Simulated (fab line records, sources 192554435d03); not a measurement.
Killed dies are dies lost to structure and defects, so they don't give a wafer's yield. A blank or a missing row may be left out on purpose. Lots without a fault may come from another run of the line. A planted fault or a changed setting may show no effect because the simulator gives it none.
Tool commonality check | flow n5_finfet | 11 lots, 31 wafers sampled

WHY IT WAS OPENED
At N5_BEOL_M2_OVL_MEAS_12 the reading M2_OVL is flagged on 4 of 11 lots. Wafers without a fault read 0.7 nm, standard deviation 0.68.
Rule: a lot is flagged when every wafer of it that has a number lies more than 4 standard deviations from that mean, or none has a number. The other lots count as sound.

lot  | measured     | on         | M2_OVL (nm), wafer by wafer | flag
L693 | day 6 09:34  | overlay-01 | 1.4 0.8 1.1                 |
L694 | day 6 19:57  | overlay-01 | 0.7 1.1 1.0                 |
L697 | day 7 03:50  | overlay-02 | 5.5 4.7 5.8                 | FLAGGED
L696 | day 7 10:35  | overlay-01 | 5.8 5.4 6.4                 | FLAGGED
L698 | day 7 16:04  | overlay-01 | 4.2 3.8                     | FLAGGED
L699 | day 8 09:45  | overlay-01 | 5.9 6.5                     | FLAGGED
L703 | day 8 20:39  | overlay-01 | 0.1 0.7 0.3                 |
L702 | day 8 23:04  | overlay-01 | 0.5 1.1 1.2                 |
L704 | day 9 03:55  | overlay-01 | 1.5 0.4 0.9                 |
L706 | day 9 13:41  | overlay-01 | 1.7 0.4 0.9                 |
L713 | day 11 21:16 | overlay-02 | 0.1 0.9 0.0                 |
The numbers of the flagged lots are 5.4 nm on average: +4.7 nm against the usual, or +7 standard deviations.

WHICH TOOL RAN EACH LOT
The record holds 2 process steps before the reading, out of a route of 1938 steps. In each cell: the tool, then ch and the chambers that the sampled wafers went through, then the start.
lot  | flag    | N5_BEOL_M1_CO_CAP_55            | N5_BEOL_M2_EXPOSE_08
L693 |         | cvd_co-01 ch 0,1,2, day 6 08:10 | euv_scanner-01 ch 0, day 6 09:24
L694 |         | cvd_co-01 ch 1,2, day 6 18:10   | euv_scanner-01 ch 0, day 6 19:47
L697 | FLAGGED | cvd_co-02 ch 0,2, day 7 02:59   | euv_scanner-01 ch 0, day 7 03:41
L696 | FLAGGED | cvd_co-01 ch 0,1, day 7 08:14   | euv_scanner-01 ch 0, day 7 10:26
L698 | FLAGGED | cvd_co-02 ch 0,2, day 7 13:44   | euv_scanner-01 ch 0, day 7 15:55
L699 | FLAGGED | cvd_co-02 ch 0,2, day 8 06:59   | euv_scanner-01 ch 0, day 8 09:35
L703 |         | cvd_co-02 ch 1,2, day 8 17:28   | euv_scanner-02 ch 0, day 8 20:29
L702 |         | cvd_co-02 ch 1,2, day 8 21:02   | euv_scanner-02 ch 0, day 8 22:54
L704 |         | cvd_co-01 ch 1,2, day 9 02:50   | euv_scanner-02 ch 0, day 9 03:44
L706 |         | cvd_co-01 ch 0,2, day 9 12:06   | euv_scanner-02 ch 0, day 9 13:31
L713 |         | cvd_co-02 ch 1,2, day 11 18:25  | euv_scanner-02 ch 0, day 11 21:06
What these steps do:
- N5_BEOL_M1_CO_CAP_55: material Co, precursor CCTBA/H2, target thk 2 nm, time 102.1 s.
- N5_BEOL_M2_EXPOSE_08: exposes mask M2.
- N5_BEOL_M2_OVL_MEAS_12

FLAGGED OVER TOTAL, TOOL BY TOOL (the gauges that took the reading come last)
step                   | tool           | lots run | flagged | share of the flagged lots | sound lots run after its first flagged lot
N5_BEOL_M1_CO_CAP_55   | cvd_co-01      | 5        | 1       | some                      | 2 (L704,L706)
N5_BEOL_M1_CO_CAP_55   | cvd_co-02      | 6        | 3       | some                      | 3 (L703,L702,L713)
N5_BEOL_M2_EXPOSE_08   | euv_scanner-01 | 6        | 4       | all                       | 0
N5_BEOL_M2_EXPOSE_08   | euv_scanner-02 | 5        | 0       | none                      | -
N5_BEOL_M2_OVL_MEAS_12 | overlay-01     | 9        | 3       | some                      | 4 (L703,L702,L704,L706)
N5_BEOL_M2_OVL_MEAS_12 | overlay-02     | 2        | 1       | some                      | 1 (L713)

WHAT THE TABLE ALLOWS
1 row of the table ran every flagged lot: euv_scanner-01 at N5_BEOL_M2_EXPOSE_08.
- euv_scanner-01 at N5_BEOL_M2_EXPOSE_08: 4 of its 6 lots flagged. Its last sound lot is L694 (day 6 19:47), its first flagged lot L697 (day 7 03:41): a fault that began between those two fits.
One tool is left: euv_scanner-01 at N5_BEOL_M2_EXPOSE_08.

WHAT THE SIMULATOR HAD PUT IN
Scanner matching overlay: euv_scanner-01, from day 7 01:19 on, at N5_BEOL_M2_EXPOSE_08. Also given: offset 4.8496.
Lots struck among those shown: L697, L696, L698, L699. The rule above found the same.
